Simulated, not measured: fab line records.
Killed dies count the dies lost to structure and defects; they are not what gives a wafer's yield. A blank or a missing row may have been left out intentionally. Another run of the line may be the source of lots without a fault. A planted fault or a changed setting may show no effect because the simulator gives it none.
fab line records | flow n5_finfet
[record] lots = 4 wafers = 12 last_day = 19
route steps=1938 shown BEOL_M4@1099 BEOL_M5@1112 BEOL_M9@1461 PASSIVATION@1936
lots with no fault: from the same line, run without faults
start_h: start of the lot's first displayed wafer, in hours after the record's first day | wait_h: hours elapsed since this lot's preceding step | " unchanged from the row above | L1.1+2: several wafers, shown together as one row | - either no value or no given start | * or withheld: withheld | < > ~ a bound
route shown NAME@n: a module of which the file shows steps, and the number in the route of the first | usual: the fault-free wafers' mean and standard deviation | same: alike in all rows | chamber/n: place in a boat | sites: the reading at each site | _std_site: the standard deviation of these | _edge_site: mean of outer sites minus mean of inner sites | radius_mm: how far each site lies from the wafer's centre | mask NAME#n: copy n | behind: tool/chamber where the wafer was last shaped | hold: reason for holding the lot/hours on hold/outcome of the hold | device: transistor that didn't switch, given as n, p or np | end of line: the route-end tests of the same wafers | a step without rows: its recipe alone | killed: not the wafer's yield, but the dies lost to structure and defects at the first sort | map: a wafer's dies, marking killed ones x, the rest . and places with no die _
set.NAME: the run value of the setting; set.NAME@STEP: its run value at that earlier step | model.NAME: the simulator's own value behind a step, which no gauge read
lots seen at some steps along the route; tables by step, rows by wafer
services: the hour from which a tool's chamber was out of use, counted from the record's first day as start_h (under 0 if before that day), plus the number of hours and why
[[steps]]
[step N5_BEOL_M4_ANNEAL_95]
[recipe] temp_c = 400 time_s = 240 ambient = vacuum
[step N5_BEOL_M4_SPUTTER_96]
[recipe] material = Cu target_thk_a = 45 temp_c = -20 chamber_pressure_pa = 0.07 power_w = withheld time_s = 8.29
[step N5_BEOL_M4_ECD_50]
[recipe] material = Cu target_thk_a = 3000
[step N5_BEOL_M4_ANNEAL_51]
[recipe] temp_c = 225 time_s = 90 ambient = N2
[step N5_BEOL_M4_CMP_52]
[recipe] stop_on = SiOC t_overpolish_s = 6.8 down_force_psi = 1 platen_rpm = 50 clearing_platen_down_force_psi = 1.5 clearing_platen_rpm = 50 post_cmp_clean = cu_alkaline target_thk_nm = 40 clearing_platen_pad_velocity_m_s = 0.99484 pad_velocity_m_s = 0.99484
[step N5_BEOL_M4_PRE_CLEAN_60]
[recipe] gas = NH3/H2 time_s = 15 temp_c = * rf_power_w = 300
[step N5_BEOL_M4_CO_CAP_55]
[recipe] material = Co target_thk_a = 20 temp_c = 200 precursor = CCTBA/H2 pressure_torr = 30 time_s = 102.1
[step N5_BEOL_M4_PRE_CLEAN_56]
[recipe] gas = NH3 time_s = 15 temp_c = withheld rf_power_w = 300
[step N5_BEOL_M4_DEP_57]
[recipe] material = SiCN target_thk_a = 80 temp_c = withheld precursor = 3MS/NH3 pressure_torr = 3 rf_w = 202 time_s = 14
[step N5_BEOL_M4_RC_MEAS_101]
[usual] DIBL_N = 36.3/1.2 DIBL_P = 36.3/1.4 IOFF_N = 0.160/0.02 IOFF_P = 0.210/0.025 ION_N = 675/9.5 ION_P = 462/7 SS_N = 71.5/0.53 SS_P = 73.4/0.55 VT_N = 249.5/2.6 VT_P = -250.1/2.9
// columns lot.wafer tool chamber start_h wait_h DIBL_N[mV/V] DIBL_P[mV/V] IOFF_N[nA/um] IOFF_P[nA/um] ION_N[uA/um] ION_P[uA/um] SS_N[mV/dec] SS_P[mV/dec] VT_N[mV] VT_P[mV]
L798.1 prober-02 0 247.75 0.0 35.8 35.6 0.148 0.217 670 466 71.9 72.8 251.2 -247.0
L798.3 " 0 " " 35.3 35.3 0.147 0.226 661 465 72.0 73.2 248.9 -248.3
L798.4 " 0 " " 37.4 37.4 0.188 0.253 670 466 72.8 73.0 244.6 -247.5
L805.1 prober-01 0 329.17 0.0 35.6 35.8 0.138 0.200 667 466 70.9 72.7 250.6 -249.4
L805.3 " 0 " " 36.9 37.0 0.153 0.216 659 459 72.1 73.9 250.8 -249.5
L805.5 " 0 " " 36.3 36.5 0.149 0.211 670 465 72.0 73.0 252.9 -251.5
L807.1 prober-02 0 338.15 0.0 38.0 39.3 0.195 0.254 681 471 71.8 72.9 247.0 -247.5
L807.2 " 0 " " 36.0 36.0 0.144 0.194 675 463 71.4 73.5 249.6 -252.1
L807.6 " 0 " " 38.7 39.4 0.194 0.248 692 471 71.4 74.3 245.6 -246.6
L808.3 prober-01 0 338.94 0.3 36.5 36.5 0.143 0.194 671 457 70.9 72.7 252.0 -252.6
L808.4 " 0 " " 36.0 35.7 0.131 0.173 659 451 70.8 72.2 253.1 -255.1
L808.6 " 0 " " 37.9 38.2 0.170 0.216 673 456 71.3 72.6 248.5 -253.2
[step N5_BEOL_M5_ILD_DEP_00]
[recipe] material = SiCOH_lowk target_thk_a = 1406.4 temp_c = 300 precursor = DEMS/porogen pressure_torr = 5 rf_w = 500 time_s = 25.9
[step N5_BEOL_M5_CURE_79]
[recipe] temp_c = 385 time_s = 240 ambient = He/Ar material = SiCOH_lowk
[step N5_BEOL_M5_PECVD_70]
[recipe] material = SiO2 target_thk_a = 160 temp_c = 400 precursor = TEOS/O2 pressure_torr = 5.5 rf_w = 450 teos_flow_sccm = 53.8 gas = O2 flow_sccm = 3000 time_s = 18
[step N5_BEOL_M5_HM_DEP_02]
[recipe] material = TiN target_thk_a = 200 temp_c = 25 chamber_pressure_pa = 0.49996
[step N5_BEOL_M5_COAT_59]
[recipe] resist = SOC temp_c = 250 time_s = 60 spin_rpm = 1500 resist_thk_nm = 60
[step N5_BEOL_M5_COAT_60]
[recipe] resist = SiARC temp_c = 220 time_s = 60 spin_rpm = 1500 resist_thk_nm = 12
[step N5_BEOL_M5_COAT_71]
[recipe] resist = underlayer temp_c = 205 time_s = 60 spin_rpm = 1500 resist_thk_nm = 5
[step N5_BEOL_M5_COAT_05]
[recipe] resist = CAR-EUV spin_rpm = 1500 resist_thk_nm = 30
[step N5_BEOL_M5_EBR_07]
[recipe] solvent = PGMEA ebr_width_mm = 1.5
[step N5_BEOL_M5_SOFTBAKE_06]
[recipe] temp_c = 110 time_s = 60 resist = CAR-EUV
[step N5_BEOL_M5_EXPOSE_08]
[recipe] mask_id = M5 na = 0.33 source_shape = annular sigma_inner = 0.4 sigma_outer = 0.8 polarization = unpolarized target_cd_nm = 28 dose_mj = 35.75
[step N5_BEOL_M5_PEB_09]
[recipe] peb_temp_c = 100 peb_time_s = 60 resist = CAR-EUV
[step N5_BEOL_M5_DEVELOP_10]
[recipe] develop_time_s = 30 developer = TMAH resist = CAR-EUV rinse_liquid = surfactant_rinse dry = air_spin dev_temp_c = 23
[step N5_BEOL_M5_DESCUM_16]
[recipe] chemistry = O2 time_s = 7 source_power_w = 50 bias_power_w = 20 pressure_mtorr = 20 rf_frequency_hz = 2.712e+07 temp_c = 40 resist = CAR-EUV o2_flow_sccm = 225
[step N5_BEOL_M5_ETCH_72]
[recipe] chemistry = N2/H2 target = underlayer target_depth_a = 65 mask_material = CAR-EUV time_s = 5.2 ion_energy_ev = 200 pressure_mtorr = 30 source_w = 840 bias_w = 150 n2_flow_sccm = 200 h2_flow_sccm = 200 ends = cleared
[step N5_BEOL_M5_ETCH_61]
[recipe] chemistry = CF4 target = SiARC target_depth_a = 156 mask_material = CAR-EUV time_s = 26 ion_energy_ev = 80 pressure_mtorr = 40 source_w = 545 bias_w = 36 Ar_flow_sccm = 100 cf4_flow_sccm = 100 ends = cleared
[step N5_BEOL_M5_ETCH_62]
[recipe] chemistry = N2/H2 target = SOC target_depth_a = 750 overetch_a = 150 mask_material = SiARC temp_c = 40 time_s = 112.5 ion_energy_ev = 200 pressure_mtorr = 30 source_w = 840 bias_w = 150 n2_flow_sccm = 200 h2_flow_sccm = 200
[step N5_BEOL_M5_STRIP_63]
[recipe] chemistry = N2/H2 temp_c = 40 n2_flow_sccm = 200 h2_flow_sccm = 200 rf_frequency_hz = 6e+07
[step N5_BEOL_M5_STRIP_73]
[recipe] chemistry = N2/H2 temp_c = 40 n2_flow_sccm = 200 h2_flow_sccm = 200 rf_frequency_hz = 6e+07
[step N5_BEOL_M5_STRIP_64]
[recipe] chemistry = CF4 resist = SiARC power_w = 300 bias_power_w = 75 pressure_mtorr = 50 cf4_flow_sccm = 150 rf_frequency_hz = 6e+07
[step N5_BEOL_M5_HM_OPEN_17]
[recipe] chemistry = Cl2/BCl3 target_depth_a = 200 overetch_a = 60 target = TiN mask_material = SOC ion_energy_ev = 150 pressure_mtorr = 10 icp_w = 1000 bias_w = 126 Cl2_flow_sccm = 53.25 bcl3_flow_sccm = 21.75 Ar_flow_sccm = 25
[step N5_BEOL_M5_STRIP_19]
[recipe] chemistry = O2 power_w = 400 temp_c = 40 pressure_mtorr = 30 rf_frequency_hz = 6e+07 bias_power_w = 0 overash_fraction = 0.2 o2_flow_sccm = 225
[step N5_BEOL_M5_COAT_65]
[recipe] resist = SOC temp_c = 250 time_s = 60 spin_rpm = 1500 resist_thk_nm = 60
[step N5_BEOL_M5_COAT_66]
[recipe] resist = SiARC temp_c = 220 time_s = 60 spin_rpm = 1500 resist_thk_nm = 12
[step N5_BEOL_M9_SPUTTER_48]
[recipe] material = Cu target_thk_a = 120 temp_c = -20 bias_v = 60 power_w = 26000 chamber_pressure_pa = 0.13 time_s = 2
[usual] bias_v = 60.0/0.62 cathode_dc_power_W = 26000/4.7 throttle_valve_pct = 30.3/1.5
// columns lot.wafer tool chamber start_h wait_h bias_v cathode_dc_power_W throttle_valve_pct
L798.1 pvd_sputter-02 - 308.70 0.2 60.9 26002 32.5
L798.3 " - " " 58.8 25992 29.4
L798.4 " - " " 59.6 25998 29.5
L805.1 pvd_sputter-01 - 381.99 0.1 - - -
L805.3 " - " " - - -
L805.5 " - " " - - -
L807.1 pvd_sputter-02 - 394.34 0.2 - - -
L807.2 " - " " - - -
L807.6 " - " " - - -
L808.3 pvd_sputter-03 - 395.09 0.1 60.3 26001 30.0
L808.4 " - " " 59.4 25999 31.0
L808.6 " - " " 59.3 26003 30.6
[step N5_BEOL_M9_CMP_52]
[recipe] stop_on = SiCOH_lowk t_overpolish_s = 7 down_force_psi = 1 platen_rpm = 50 clearing_platen_down_force_psi = 1.5 clearing_platen_rpm = 50 post_cmp_clean = cu_alkaline target_thk_nm = 140 clearing_platen_pad_velocity_m_s = 0.99484 pad_velocity_m_s = 0.99484
[usual] motor_current_A = 6.0/0.49 time_to_endpoint_s = 65.1/2.4
// columns lot.wafer tool chamber start_h wait_h motor_current_A time_to_endpoint_s
L798.4 cmp-02 1 309.71 0.3 5.8 64.6
L798.3 " 3 " " 5.7 64.9
L798.1 " 0 " " 5.3 64.0
L805.1 cmp-03 3 383.18 0.3 5.1 2.8
L805.3 " 2 " " 5.7 0.0
L805.5 " 3 " " 5.4 0.0
L807.1 cmp-03 3 394.87 0.3 5.3 0.0
L807.2 " 1 " " 5.9 0.0
L807.6 " 3 " " 5.5 0.1
L808.4 cmp-02 0 395.65 0.2 5.5 66.4
L808.3 " 1 " " 6.1 65.8
L808.6 " 3 " " 5.6 66.1
[step N5_PASSIVATION_PROBE_49]
[usual] defect_limited_yield = 90.9/1.3 killed_at_M0_to_M3 = 36/11 killed_at_M4_up = 13/5.1 killed_at_contacts = 14/4.9 killed_at_front_end = 41/10 killed_at_other = 3.4/2.6 killed_dies = 107/16 killed_on_rim = 14/4 killed_open = 70/11 killed_short = 36/7.8 sort_bin_5_function = 5.4/0.84 sort_bin_6_memory = 3.4/0.67 sort_n_pass = 1073/16 sort_yield_pct = 90.9/1.3
[same] gross_dies = 1180 killed_at_back_side = 0 sort_bin_4_leakage[%] = 0 sort_bin_8_speed[%] = 0
// columns lot.wafer tool chamber start_h wait_h defect_limited_yield[%] killed_at_M0_to_M3 killed_at_M4_up killed_at_contacts killed_at_front_end killed_at_other killed_dies killed_on_rim killed_open killed_short sort_bin_5_function[%] sort_bin_6_memory[%] sort_n_pass sort_yield_pct[%]
L805.1 prober-01 - 451.16 0.0 0 25 1093 9 47 6 1180 152 71 36 96.5 3.4 0 0
L805.3 prober-01 - 451.26 0.1 0 15 1097 8 50 10 1180 152 69 30 96.6 3.0 0 0
L805.5 prober-01 - 451.36 0.2 0 22 1092 18 47 1 1180 152 64 29 96.8 2.9 0 0
L807.1 prober-01 - 462.36 0.0 0 37 1087 11 44 1 1180 152 61 41 96.4 3.3 0 0
L807.2 prober-01 - 462.41 0.1 0 54 1056 14 53 3 1180 152 88 43 95.9 3.5 0 0
L807.6 prober-01 - 462.61 0.3 0 43 1079 18 38 2 1180 152 82 33 95.3 4.3 0 0
// killed by level:class
L805.1 BEOL_M9:area_ecd=548 BEOL_M9:area_sputter=524 BEOL_M4:geometric_particle:open=13 FIN_SAQP:geometric_particle:open=10 STI_FIN_REVEAL:geometric_particle:open=7 MOL_CONTACT_COAG:geometric_particle:open=7 BEOL_M0_SAQP:geometric_particle:open=7 BEOL_M0_SAQP:geometric_particle:short=6
L805.3 BEOL_M9:area_ecd=563 BEOL_M9:area_sputter=518 FIN_SAQP:geometric_particle:open=19 STI_FIN_REVEAL:geometric_particle:open=10 BEOL_M4:geometric_particle:open=10 FIN_SAQP:geometric_particle:short=8 MOL_CONTACT_COAG:geometric_particle:open=6 BEOL_M0_SAQP:geometric_particle:open=5
L805.5 BEOL_M9:area_ecd=569 BEOL_M9:area_sputter=516 MOL_CONTACT_COAG:geometric_particle:open=13 FIN_SAQP:geometric_particle:open=11 STI_FIN_REVEAL:geometric_particle:open=7 BEOL_M2:geometric_particle:open=6 FIN_SAQP:geometric_particle:short=5 MOL_CONTACT_COAG:geometric_particle:short=5
L807.1 BEOL_M9:area_sputter=549 BEOL_M9:area_ecd=529 FIN_SAQP:geometric_particle:short=17 MOL_CONTACT_COAG:geometric_particle:open=9 STI_FIN_REVEAL:geometric_particle:open=8 BEOL_M3:geometric_particle:open=7 BEOL_M0_SAQP:geometric_particle:open=7 BEOL_M2:geometric_particle:open=7
L807.2 BEOL_M9:area_ecd=527 BEOL_M9:area_sputter=520 FIN_SAQP:geometric_particle:open=17 FIN_SAQP:geometric_particle:short=13 BEOL_M0_SAQP:geometric_particle:short=13 BEOL_M1:geometric_particle:open=11 STI_FIN_REVEAL:geometric_particle:open=10 MOL_CONTACT_COAG:geometric_particle:open=9
L807.6 BEOL_M9:area_ecd=554 BEOL_M9:area_sputter=511 STI_FIN_REVEAL:geometric_particle:open=16 BEOL_M2:geometric_particle:open=14 MOL_CONTACT_COAG:geometric_particle:open=12 BEOL_M1:geometric_particle:open=9 MOL_CONTACT_COAG:geometric_particle:short=6 BEOL_M6:geometric_particle:open=6
// map L805.1 (x killed, . not)
_________________xxxxxxxxxxxx________________
______________xxxxxxxxxxxxxxxxxx_____________
___________xxxxxxxxxxxxxxxxxxxxxxxx__________
__________xxxxxxxxxxxxxxxxxxxxxxxxxx_________
________xxxxxxxxxxxxxxxxxxxxxxxxxxxxxx_______
_______xxxxxxxxxxxxxxxxxxxxxxxxxxxxxxxx______
______xxxxxxxxxxxxxxxxxxxxxxxxxxxxxxxxxx_____
_____xxxxxxxxxxxxxxxxxxxxxxxxxxxxxxxxxxxx____
____xxxxxxxxxxxxxxxxxxxxxxxxxxxxxxxxxxxxxx___
___xxxxxxxxxxxxxxxxxxxxxxxxxxxxxxxxxxxxxxxx__
___xxxxxxxxxxxxxxxxxxxxxxxxxxxxxxxxxxxxxxxx__
__xxxxxxxxxxxxxxxxxxxxxxxxxxxxxxxxxxxxxxxxxx_
__xxxxxxxxxxxxxxxxxxxxxxxxxxxxxxxxxxxxxxxxxx_
_xxxxxxxxxxxxxxxxxxxxxxxxxxxxxxxxxxxxxxxxxxxx
_xxxxxxxxxxxxxxxxxxxxxxxxxxxxxxxxxxxxxxxxxxxx
_xxxxxxxxxxxxxxxxxxxxxxxxxxxxxxxxxxxxxxxxxxxx
_xxxxxxxxxxxxxxxxxxxxxxxxxxxxxxxxxxxxxxxxxxxx
_xxxxxxxxxxxxxxxxxxxxxxxxxxxxxxxxxxxxxxxxxxxx
_xxxxxxxxxxxxxxxxxxxxxxxxxxxxxxxxxxxxxxxxxxxx
_xxxxxxxxxxxxxxxxxxxxxxxxxxxxxxxxxxxxxxxxxxxx
_xxxxxxxxxxxxxxxxxxxxxxxxxxxxxxxxxxxxxxxxxxxx
__xxxxxxxxxxxxxxxxxxxxxxxxxxxxxxxxxxxxxxxxxx_
__xxxxxxxxxxxxxxxxxxxxxxxxxxxxxxxxxxxxxxxxxx_
___xxxxxxxxxxxxxxxxxxxxxxxxxxxxxxxxxxxxxxxx__
___xxxxxxxxxxxxxxxxxxxxxxxxxxxxxxxxxxxxxxxx__
____xxxxxxxxxxxxxxxxxxxxxxxxxxxxxxxxxxxxxx___
_____xxxxxxxxxxxxxxxxxxxxxxxxxxxxxxxxxxxx____
______xxxxxxxxxxxxxxxxxxxxxxxxxxxxxxxxxx_____
_______xxxxxxxxxxxxxxxxxxxxxxxxxxxxxxxx______
________xxxxxxxxxxxxxxxxxxxxxxxxxxxxxx_______
__________xxxxxxxxxxxxxxxxxxxxxxxxxx_________
___________xxxxxxxxxxxxxxxxxxxxxxxx__________
______________xxxxxxxxxxxxxxxxxx_____________
_________________xxxxxxxxxxxx________________
// map L807.1 (x killed, . not)
_________________xxxxxxxxxxxx________________
______________xxxxxxxxxxxxxxxxxx_____________
___________xxxxxxxxxxxxxxxxxxxxxxxx__________
__________xxxxxxxxxxxxxxxxxxxxxxxxxx_________
________xxxxxxxxxxxxxxxxxxxxxxxxxxxxxx_______
_______xxxxxxxxxxxxxxxxxxxxxxxxxxxxxxxx______
______xxxxxxxxxxxxxxxxxxxxxxxxxxxxxxxxxx_____
_____xxxxxxxxxxxxxxxxxxxxxxxxxxxxxxxxxxxx____
____xxxxxxxxxxxxxxxxxxxxxxxxxxxxxxxxxxxxxx___
___xxxxxxxxxxxxxxxxxxxxxxxxxxxxxxxxxxxxxxxx__
___xxxxxxxxxxxxxxxxxxxxxxxxxxxxxxxxxxxxxxxx__
__xxxxxxxxxxxxxxxxxxxxxxxxxxxxxxxxxxxxxxxxxx_
__xxxxxxxxxxxxxxxxxxxxxxxxxxxxxxxxxxxxxxxxxx_
_xxxxxxxxxxxxxxxxxxxxxxxxxxxxxxxxxxxxxxxxxxxx
_xxxxxxxxxxxxxxxxxxxxxxxxxxxxxxxxxxxxxxxxxxxx
_xxxxxxxxxxxxxxxxxxxxxxxxxxxxxxxxxxxxxxxxxxxx
_xxxxxxxxxxxxxxxxxxxxxxxxxxxxxxxxxxxxxxxxxxxx
_xxxxxxxxxxxxxxxxxxxxxxxxxxxxxxxxxxxxxxxxxxxx
_xxxxxxxxxxxxxxxxxxxxxxxxxxxxxxxxxxxxxxxxxxxx
_xxxxxxxxxxxxxxxxxxxxxxxxxxxxxxxxxxxxxxxxxxxx
_xxxxxxxxxxxxxxxxxxxxxxxxxxxxxxxxxxxxxxxxxxxx
__xxxxxxxxxxxxxxxxxxxxxxxxxxxxxxxxxxxxxxxxxx_
__xxxxxxxxxxxxxxxxxxxxxxxxxxxxxxxxxxxxxxxxxx_
___xxxxxxxxxxxxxxxxxxxxxxxxxxxxxxxxxxxxxxxx__
___xxxxxxxxxxxxxxxxxxxxxxxxxxxxxxxxxxxxxxxx__
____xxxxxxxxxxxxxxxxxxxxxxxxxxxxxxxxxxxxxx___
_____xxxxxxxxxxxxxxxxxxxxxxxxxxxxxxxxxxxx____
______xxxxxxxxxxxxxxxxxxxxxxxxxxxxxxxxxx_____
_______xxxxxxxxxxxxxxxxxxxxxxxxxxxxxxxx______
________xxxxxxxxxxxxxxxxxxxxxxxxxxxxxx_______
__________xxxxxxxxxxxxxxxxxxxxxxxxxx_________
___________xxxxxxxxxxxxxxxxxxxxxxxx__________
______________xxxxxxxxxxxxxxxxxx_____________
_________________xxxxxxxxxxxx________________
[[services]]
// columns tool chamber start_h hours kind
cmp-02 - 289.28 0.3 repair
cmp-02 - 301.15 0.9 repair
cmp-02 - 329.36 0.8 repair
cmp-02 - 340.27 8.9 pm
cmp-03 - 341.70 0.9 repair
cmp-03 - 346.40 1.2 repair
cmp-02 - 351.37 2.5 repair
cmp-02 - 355.12 0.5 repair
cmp-02 - 380.95 4.0 pm
cmp-02 - 384.95 - consumable_replace:conditioner
cmp-02 - 384.95 - consumable_replace:pad
cmp-02 - 390.01 4.1 pm
[[key]]
[first_sign] step = N5_BEOL_M9_SPUTTER_48 reading = tool_record direction = missing
[effect] step = N5_BEOL_M9_CMP_52 reading = time_to_endpoint_s direction = down sigmas = 27 usual = * struck = *
[effect] step = N5_PASSIVATION_PROBE_49 reading = killed_at_M4_up direction = up sigmas = 99+ usual = 13 struck = 1084
[more_kills_born_at] N5_BEOL_M9_ECD_50@ecd_cu-01 = 1680 N5_BEOL_M9_ECD_50@ecd_cu-02 = 1610 N5_BEOL_M9_SPUTTER_48@pvd_sputter-02 = 1580
met_at N5_BEOL_M9_SPUTTER_48
struck_wafers L805.1,L805.3,L805.5,L807.1,L807.2,L807.6
later_rows_left_out L805.1,L805.3,L805.5,L807.1,L807.2,L807.6
onset_between 308.70 381.99
[fault] kind = skipped_step_whole tool = pvd_sputter-01,pvd_sputter-02 chamber = - onset_h = 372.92 steps = N5_BEOL_M9_SPUTTER_48 scope = struck_lots_only
// later_rows_left_out: the simulator's readings of these wafers behind a module that went badly wrong aren't trusted and aren't shown, but for the sort
